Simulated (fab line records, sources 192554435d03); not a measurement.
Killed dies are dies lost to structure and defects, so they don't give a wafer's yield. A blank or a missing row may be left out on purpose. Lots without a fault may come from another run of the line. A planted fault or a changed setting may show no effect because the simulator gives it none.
Chamber matching | flow n5_finfet | N5_ZERO_LAYER_ETCH_18 on rie_si-01: 4 sister chambers
The step etches Si in HBr/Cl2, target depth 120 nm, time 40 s. 4 wafers are shown with their chamber, then 8 later ones without.

WAFERS WITH THEIR CHAMBER
wafer  | chamber | throttle_valve_pct (%)
L080.3 | 1       | 36.73
L088.4 | 0       | 36.23
L088.6 | 3       | 36.55
L090.3 | 2       | 36.03

WAFERS WITHOUT THEIR CHAMBER
wafer  | throttle_valve_pct (%)
L090.4 | 36.55
L090.6 | 36.55
L092.4 | 36.73
L092.5 | 36.04
L092.6 | 36.56
L093.1 | 36.03
L093.5 | 36.56
L093.6 | 36.23

WHICH CHAMBER EACH WENT THROUGH
wafer  | from the rows above | in truth
L090.4 | 3                   | 3
L090.6 | 3                   | 3
L092.4 | 1                   | 1
L092.5 | 2                   | 2
L092.6 | 3                   | 3
L093.1 | 2                   | 2
L093.5 | 3                   | 3
L093.6 | 0                   | 0
Placed correctly: 8 of 8. Can't be placed from these rows: 0. Placed wrongly: 0.
How it was worked out, from the rows above alone: a wafer's distance from a chamber is the root of the sum, over the readings, of the square of ((its reading less the chamber's mean) divided by the reading's scatter). The wafer belongs to the nearest chamber; if the next one is less than 2 further off, it can't be placed. A chamber's mean is the mean of its shown wafers. The scatter: with one shown wafer a chamber, the root of the mean of the squares of how far each hidden wafer lies from its nearest shown one.
